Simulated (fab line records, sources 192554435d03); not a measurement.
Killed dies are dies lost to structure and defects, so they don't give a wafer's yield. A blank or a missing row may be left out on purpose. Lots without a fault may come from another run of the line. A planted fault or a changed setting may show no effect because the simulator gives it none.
fab line records | flow n5_finfet
record lots=6 wafers=18 last_day=17
route steps=1938 shown BEOL_M4@1078 PASSIVATION@1936
lots that met no fault: from a run of the same line without faults
start_h: hours from the record's first day to the start of the lot's first wafer shown | wait_h: hours since the lot's step before | " the same as in the row above | L1.1+2: a row that stands for several wafers | - no value, or no start given | * or withheld: withheld | < > ~ a bound
route shown NAME@n: a module of which the file shows steps, and the number in the route of the first | usual: mean/standard deviation of fault-free wafers | same: alike in all rows | chamber/n: place in a boat | sites: the reading at each site | _std_site: their standard deviation | _edge_site: outer sites' mean less inner sites' | radius_mm: how far each site lies from the wafer's centre | mask NAME#n: copy n | behind: the tool/chamber that last shaped the wafer | hold: why the lot was held/for how many hours/how that ended | device: the transistor (n, p or np) that didn't switch | end of line: the same wafers' tests at the end of the route | a step without rows: its recipe alone | killed: dies lost to structure and defects at the first sort, not the wafer's yield | map: a wafer's dies, x killed, . not, _ none there
set.NAME: the setting as run; set.NAME@STEP: as run at that earlier step | model.NAME: the simulator's own value behind a step, which no gauge read
lots at some steps of the route; a table a step, a row a wafer
services: from which hour (start_h, from the record's first day; less than 0 if before it) a tool's chamber was out of use, for how many hours, and why
## steps
# step N5_BEOL_M4_CD_MEAS_35
# recipe target_cd_nm=18 target_cd_y_nm=22.4 polarity=opening
# usual cd_nm=17.8/0.49
# columns lot.wafer tool chamber start_h wait_h cd_nm
L701.2 cd_sem-01 - 165.09 0.0 17.2
L701.4 " - " " 18.1
L701.6 " - " " 17.5
L702.2 cd_sem-01 - 193.31 0.0 17.6
L702.4 " - " " 18.8
L702.5 " - " " 17.1
L710.1 cd_sem-03 - 227.33 0.0 18.0
L710.2 " - " " 18.0
L710.5 " - " " 18.4
L711.2 cd_sem-03 - 232.54 0.0 17.5
L711.5 " - " " 17.5
L711.6 " - " " 16.9
L719.2 cd_sem-02 - 289.42 0.0 18.9
L719.3 " - " " 18.4
L719.5 " - " " 18.9
L722.1 cd_sem-01 - 294.79 0.0 17.4
L722.3 " - " " 17.5
L722.4 " - " " 17.5
# step N5_BEOL_M4_DEGAS_44
# recipe ambient=vacuum temp_c=250 time_s=60
# step N5_BEOL_M4_PRE_CLEAN_45
# recipe gas=H2/He time_s=30 temp_c=250
# usual heater_power_w=343/54
# columns lot.wafer tool chamber start_h wait_h heater_power_w
L701.2 pvd_sputter-02 - 165.64 0.0 385
L701.4 " - " " 324
L701.6 " - " " 382
L702.2 pvd_sputter-02 - 193.50 0.0 394
L702.4 " - " " 423
L702.5 " - " " 324
L710.1 pvd_sputter-03 - 227.52 0.0 269
L710.2 " - " " 341
L710.5 " - " " 345
L711.2 pvd_sputter-02 - 234.33 0.0 375
L711.5 " - " " 409
L711.6 " - " " 318
L719.2 pvd_sputter-03 - 289.91 0.0 339
L719.3 " - " " 268
L719.5 " - " " 274
L722.1 pvd_sputter-02 - 295.06 0.0 418
L722.3 " - " " 318
L722.4 " - " " 240
# step N5_BEOL_M4_ALD_84
# recipe material=TaN target_thk_a=* temp_c=275 ald_precursor_family=PDMAT ald_co_reactant=NH3 pressure_torr=3 carrier_flow_sccm=1500 pulse_time_s=2 purge_time_s=3 co_reactant_purge_time_s=2 co_reactant_pulse_time_s=3 ald_cycles=30 precursor_vessel_temp_c=75 precursor_vessel_pressure_torr=26.25 precursor_vessel_carrier_sccm=1000
# step N5_BEOL_M4_SURFACE_TREAT_85
# recipe gas=Ar time_s=* ion_energy_ev=* ion_current_ma_cm2=0.5 pressure_mtorr=* ar_flow_sccm=30
# usual throttle_valve_pct=*
# columns lot.wafer tool chamber start_h wait_h throttle_valve_pct
L701.2 pvd_sputter-03 - 165.93 0.1 *
L701.4 " - " " *
L701.6 " - " " *
L702.2 pvd_sputter-01 - 193.85 0.2 *
L702.4 " - " " *
L702.5 " - " " *
L710.1 pvd_sputter-01 - 227.93 0.2 *
L710.2 " - " " *
L710.5 " - " " *
L711.2 pvd_sputter-01 - 234.65 0.1 *
L711.5 " - " " *
L711.6 " - " " *
L719.2 pvd_sputter-01 - 290.22 0.1 *
L719.3 " - " " *
L719.5 " - " " *
L722.1 pvd_sputter-02 - 295.42 0.2 *
L722.3 " - " " *
L722.4 " - " " *
# step N5_BEOL_M4_CVD_47
# recipe material=Co target_thk_a=30 temp_c=withheld precursor=CCTBA/H2 pressure_torr=30 time_s=223.8
# step N5_BEOL_M4_SPUTTER_48
# recipe material=Cu target_thk_a=45 temp_c=-20 chamber_pressure_pa=0.07 power_w=withheld time_s=8.29
# step N5_BEOL_M4_ANNEAL_49
# recipe temp_c=400 time_s=240 ambient=vacuum
# step N5_BEOL_M4_SPUTTER_79
# recipe material=Cu target_thk_a=45 temp_c=-20 chamber_pressure_pa=0.07 power_w=withheld time_s=8.29
# usual chamber_pressure_pa=0.07/0.00015 chuck_gas_flow_sccm=1.27/0.054 throttle_valve_pct=30.6/1.3
# columns lot.wafer tool chamber start_h wait_h chamber_pressure_pa chuck_gas_flow_sccm throttle_valve_pct
L701.2 pvd_sputter-03 - 166.43 0.1 0.07 1.41 31.0
L701.4 " - " " 0.0699 1.17 31.2
L701.6 " - " " 0.0698 1.25 30.9
L702.2 pvd_sputter-02 - 194.42 0.1 0.06989 1.33 32.0
L702.4 " - " " 0.06988 1.28 32.4
L702.5 " - " " 0.07014 1.29 30.9
L710.1 pvd_sputter-02 - 229.96 0.1 0.07016 1.26 32.7
L710.2 " - " " 0.06994 1.25 31.5
L710.5 " - " " 0.07012 1.32 30.8
L711.2 pvd_sputter-02 - 235.29 0.1 0.07004 1.32 33.0
L711.5 " - " " 0.07012 1.18 31.1
L711.6 " - " " 0.07 1.30 30.9
L719.2 pvd_sputter-01 - 290.74 0.1 0.07027 1.27 30.3
L719.3 " - " " 0.06998 1.32 30.6
L719.5 " - " " 0.07029 1.26 30.5
L722.1 pvd_sputter-02 - 296.26 0.1 0.07035 1.23 32.9
L722.3 " - " " 0.07011 1.23 31.0
L722.4 " - " " 0.06985 1.20 31.8
# step N5_BEOL_M4_ANNEAL_80
# recipe temp_c=400 time_s=240 ambient=vacuum
# step N5_BEOL_M4_SPUTTER_81
# recipe material=Cu target_thk_a=45 temp_c=-20 chamber_pressure_pa=0.07 power_w=withheld time_s=8.29
# usual chamber_pressure_pa=0.07001/0.00012 chuck_gas_flow_sccm=1.27/0.048 throttle_valve_pct=30.6/1.3
# columns lot.wafer tool chamber start_h wait_h chamber_pressure_pa chuck_gas_flow_sccm throttle_valve_pct
L701.2 pvd_sputter-03 - 166.65 0.1 0.07004 1.33 30.6
L701.4 " - " " 0.07 1.21 31.3
L701.6 " - " " 0.07004 1.25 30.8
L702.2 pvd_sputter-02 - 194.64 0.1 0.06991 1.25 31.6
L702.4 " - " " 0.06982 1.24 32.3
L702.5 " - " " 0.06981 1.21 31.1
L710.1 pvd_sputter-02 - 230.18 0.1 0.06987 1.28 32.6
L710.2 " - " " 0.07006 1.30 32.1
L710.5 " - " " 0.06999 1.21 31.0
L711.2 pvd_sputter-02 - 235.51 0.1 0.07027 1.20 32.6
L711.5 " - " " 0.06989 1.22 30.9
L711.6 " - " " 0.06999 1.31 31.2
L719.2 pvd_sputter-01 - 290.96 0.1 0.06999 1.32 30.4
L719.3 " - " " 0.07009 1.29 30.9
L719.5 " - " " 0.07003 1.25 30.5
L722.1 pvd_sputter-02 - 296.48 0.1 0.07019 1.31 32.7
L722.3 " - " " 0.07007 1.33 30.8
L722.4 " - " " 0.07006 1.15 31.7
# step N5_BEOL_M4_ANNEAL_82
# recipe temp_c=400 time_s=240 ambient=vacuum
# usual heater_power_w=857/130
# columns lot.wafer tool chamber start_h wait_h heater_power_w
L701.2 pvd_sputter-03 - 166.73 0.0 1074
L701.4 " - " " 908
L701.6 " - " " 1061
L702.2 pvd_sputter-02 - 194.72 0.0 601
L702.4 " - " " 814
L702.5 " - " " 1029
L710.1 pvd_sputter-02 - 230.26 0.0 795
L710.2 " - " " 604
L710.5 " - " " 984
L711.2 pvd_sputter-02 - 235.59 0.0 796
L711.5 " - " " 1019
L711.6 " - " " 954
L719.2 pvd_sputter-01 - 291.04 0.0 914
L719.3 " - " " 834
L719.5 " - " " 933
L722.1 pvd_sputter-02 - 296.56 0.0 824
L722.3 " - " " 1055
L722.4 " - " " 582
# step N5_BEOL_M4_SPUTTER_86
# recipe material=Cu target_thk_a=45 temp_c=-20 chamber_pressure_pa=0.07 power_w=withheld time_s=8.29
# usual chamber_pressure_pa=0.07002/0.00014 chuck_gas_flow_sccm=1.26/0.05 throttle_valve_pct=30.6/1.3
# columns lot.wafer tool chamber start_h wait_h chamber_pressure_pa chuck_gas_flow_sccm throttle_valve_pct
L701.2 pvd_sputter-03 - 166.87 0.1 0.06991 1.26 31.1
L701.4 " - " " 0.06991 1.24 31.2
L701.6 " - " " 0.06995 1.27 31.1
L702.2 pvd_sputter-02 - 194.86 0.1 0.07015 1.27 31.9
L702.4 " - " " 0.07017 1.26 32.7
L702.5 " - " " 0.07002 1.20 30.8
L710.1 pvd_sputter-02 - 230.40 0.1 - - -
L710.2 " - " " - - -
L710.5 " - " " - - -
L711.2 pvd_sputter-02 - 235.73 0.1 - - -
L711.5 " - " " - - -
L711.6 " - " " - - -
L719.2 pvd_sputter-01 - 291.18 0.1 0.07005 1.22 30.3
L719.3 " - " " 0.07016 1.28 30.9
L719.5 " - " " 0.06994 1.24 30.4
L722.1 pvd_sputter-02 - 296.70 0.1 0.07002 1.22 32.6
L722.3 " - " " 0.06994 1.18 30.7
L722.4 " - " " 0.06994 1.29 31.8
# step N5_BEOL_M4_ANNEAL_87
# recipe temp_c=400 time_s=240 ambient=vacuum
# step N5_BEOL_M4_RC_MEAS_101
# usual DIBL_N=36.8/2.2 DIBL_P=37.0/2.8 IOFF_N=0.18/0.043 IOFF_P=0.23/0.05 ION_N=680/14 ION_P=466/9.1 SS_N=71.7/0.74 SS_P=73.5/0.79 VT_N=248/4 VT_P=-249/4.1
# columns lot.wafer tool chamber start_h wait_h DIBL_N[mV/V] DIBL_P[mV/V] IOFF_N[nA/um] IOFF_P[nA/um] ION_N[uA/um] ION_P[uA/um] SS_N[mV/dec] SS_P[mV/dec] VT_N[mV] VT_P[mV]
L701.2 prober-01 0 169.23 0.2 35.8 38.1 0.19 0.28 694 479 72.3 73.8 243 -245
L701.4 " 0 " " 35.8 35.4 0.17 0.22 685 467 71.4 73.0 246 -249
L701.6 " 0 " " 35.7 36.9 0.18 0.26 694 485 71.1 73.1 245 -244
L702.2 prober-01 0 197.31 0.2 36.7 38.5 0.20 0.21 691 466 71.5 73.7 244 -252
L702.4 " 0 " " 36.3 37.7 0.18 0.20 678 459 71.3 73.6 247 -249
L702.5 " 0 " " 33.0 34.5 0.13 0.16 678 454 70.8 72.5 251 -256
L710.1 prober-02 0 232.60 0.0 36.4 35.0 0.17 0.24 679 469 71.4 74.1 249 -243
L710.2 " 0 " " 37.6 38.2 0.19 0.32 686 477 71.2 74.0 248 -241
L710.5 " 0 " " 36.4 36.1 0.17 0.27 683 484 71.3 74.1 246 -242
L711.2 prober-01 0 238.19 0.2 40.5 39.2 0.29 0.30 709 470 73.3 73.4 243 -247
L711.5 " 0 " " 34.3 31.9 0.13 0.17 668 459 70.6 71.5 254 -252
L711.6 " 0 " " 38.1 36.7 0.22 0.25 704 475 72.0 73.3 244 -248
L719.2 prober-02 0 293.56 0.2 36.3 37.1 0.16 0.23 664 464 71.9 73.4 248 -248
L719.3 " 0 " " 35.5 35.8 0.15 0.21 670 463 71.8 73.2 251 -247
L719.5 " 0 " " 36.7 38.0 0.18 0.26 690 477 71.7 74.0 244 -246
L722.1 prober-02 0 298.90 0.0 37.5 38.4 0.21 0.27 689 477 72.1 73.1 244 -242
L722.3 " 0 " " 35.7 37.0 0.18 0.24 687 477 71.6 73.1 244 -246
L722.4 " 0 " " 34.9 34.6 0.16 0.20 671 465 71.3 73.1 247 -249
# step N5_PASSIVATION_PROBE_49
# usual defect_limited_yield=91.4/1.5 killed_at_M0_to_M3=36/11 killed_at_M4_up=14/6 killed_at_contacts=11/6 killed_at_front_end=37/11 killed_at_other=4/3.4 killed_dies=102/18 killed_open=66/13 killed_short=34/7.8 sort_bin_4_leakage=0.00/0.017 sort_bin_5_function=5.0/0.97 sort_bin_6_memory=3.2/0.7 sort_bin_8_speed=0.0/0.38 sort_n_pass=1078/19 sort_yield_pct=91.3/1.6
# same gross_dies=1180 killed_at_back_side=0
# columns lot.wafer tool chamber start_h wait_h defect_limited_yield[%] killed_at_M0_to_M3 killed_at_M4_up killed_at_contacts killed_at_front_end killed_at_other killed_dies killed_open killed_short sort_bin_4_leakage[%] sort_bin_5_function[%] sort_bin_6_memory[%] sort_bin_8_speed[%] sort_n_pass sort_yield_pct[%]
L701.2 prober-01 - 271.77 0.1 91.3 27 14 10 41 11 103 65 37 0 5.3 3.1 0 1077 91.3
L701.4 prober-01 - 271.87 0.2 90.8 39 19 16 31 3 108 73 31 0 6.0 3.1 0 1072 90.8
L701.6 prober-01 - 271.97 0.3 92.3 42 16 4 23 6 91 55 33 0 4.8 2.5 0 1089 92.3
L710.1 prober-02 - 343.29 0.0 91.6 22 26 14 33 4 99 73 19 0 4.4 3.8 0 1081 91.6
L710.2 prober-02 - 343.34 0.1 91.1 40 13 10 35 7 105 69 30 0 5.6 3.1 0 1075 91.1
L710.5 prober-02 - 343.49 0.2 92.4 23 16 14 34 3 90 56 26 0 4.3 3.1 0 1090 92.4
L711.2 prober-02 - 344.68 0.8 91.4 40 15 13 31 3 102 53 46 0.08 5.1 3.5 0 1077 91.3
L711.5 prober-02 - 344.83 1.0 92.6 37 19 7 23 1 87 47 30 0 3.9 3.2 0 1093 92.6
L711.6 prober-02 - 344.88 1.0 90.7 35 25 15 32 3 110 62 41 0 5.2 4.0 0 1070 90.7
# killed by level:class
L701.2 FIN_SAQP:geometric_particle:short=10 BEOL_M3:geometric_particle:open=8 DUMMY_GATE:geometric_particle:open=8 BEOL_M4:geometric_particle:open=8 MOL_CONTACT_COAG:geometric_particle:open=7 FIN_SAQP:geometric_particle:open=6 BEOL_M0_SAQP:geometric_particle:short=6 STARTING-WAFER:geometric_particle:short=5
L701.4 MOL_CONTACT_COAG:geometric_particle:open=12 BEOL_M3:geometric_particle:open=12 FIN_SAQP:geometric_particle:open=7 BEOL_M1:geometric_particle:open=7 GATE_CUT:geometric_particle:open=6 GATE_CUT:geometric_particle:short=6 BEOL_M3:geometric_particle:short=5 BEOL_M4:geometric_particle:open=5
L701.6 BEOL_M0_SAQP:geometric_particle:open=11 BEOL_M0_SAQP:geometric_particle:short=9 BEOL_M2:geometric_particle:open=7 FIN_SAQP:geometric_particle:open=6 FIN_SAQP:geometric_particle:short=5 BEOL_M1:geometric_particle:open=5 BEOL_M3:geometric_particle:open=5 BEOL_M4:geometric_particle:open=5
L710.1 FIN_SAQP:geometric_particle:open=17 MOL_CONTACT_COAG:geometric_particle:open=11 BEOL_M5:geometric_particle:open=8 BEOL_M0_SAQP:geometric_particle:open=7 BEOL_M2:geometric_particle:open=6 BEOL_M4:interface_void_opened=6 BEOL_M0_SAQP:geometric_particle:short=5 STI_FIN_REVEAL:geometric_particle:open=3
L710.2 FIN_SAQP:geometric_particle:open=15 BEOL_M0_SAQP:geometric_particle:short=10 BEOL_M2:geometric_particle:open=9 MOL_CONTACT_COAG:geometric_particle:open=8 FIN_SAQP:geometric_particle:short=6 BEOL_M1:geometric_particle:open=6 BEOL_M3:geometric_particle:open=6 BEOL_M0_SAQP:geometric_particle:open=5
L710.5 MOL_CONTACT_COAG:geometric_particle:open=12 FIN_SAQP:geometric_particle:open=11 BEOL_M0_SAQP:geometric_particle:short=8 BEOL_M4:interface_void_opened=7 STI_FIN_REVEAL:geometric_particle:open=6 BEOL_M0_SAQP:geometric_particle:open=6 DUMMY_GATE:geometric_particle:open=5 BEOL_M5:geometric_particle:open=4
L711.2 BEOL_M0_SAQP:geometric_particle:short=10 MOL_CONTACT_COAG:geometric_particle:open=9 BEOL_M3:geometric_particle:short=9 GATE_CUT:geometric_particle:short=7 BEOL_M3:geometric_particle:open=7 BEOL_M4:geometric_particle:open=7 FIN_SAQP:geometric_particle:open=6 BEOL_M0_SAQP:geometric_particle:open=6
L711.5 BEOL_M3:geometric_particle:open=10 BEOL_M0_SAQP:geometric_particle:open=9 BEOL_M4:interface_void_opened=9 BEOL_M0_SAQP:geometric_particle:short=8 FIN_SAQP:geometric_particle:short=7 MOL_CONTACT_COAG:geometric_particle:open=6 DUMMY_GATE:geometric_particle:open=3 GATE_CUT:geometric_particle:short=3
L711.6 BEOL_M0_SAQP:geometric_particle:short=12 BEOL_M0_SAQP:geometric_particle:open=10 MOL_CONTACT_COAG:geometric_particle:open=8 BEOL_M4:geometric_particle:open=7 FIN_SAQP:geometric_particle:open=6 FIN_SAQP:geometric_particle:short=6 MOL_CONTACT_COAG:geometric_particle:short=6 DUMMY_GATE:geometric_particle:open=5
## services
# columns tool chamber start_h hours kind
pvd_sputter-01 - 151.78 1.0 repair
pvd_sputter-01 - 194.09 0.8 repair
## key
first_sign step=N5_BEOL_M4_SPUTTER_86 reading=tool_record direction=missing
effect none on later readings
met_at N5_BEOL_M4_SPUTTER_86
struck_wafers L710.1,L710.2,L710.5,L711.2,L711.5,L711.6
onset_between 194.86 230.40
fault kind=skipped_step_whole tool=pvd_sputter-02 chamber=- onset_h=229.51 steps=N5_BEOL_M4_SPUTTER_86 scope=struck_lots_only
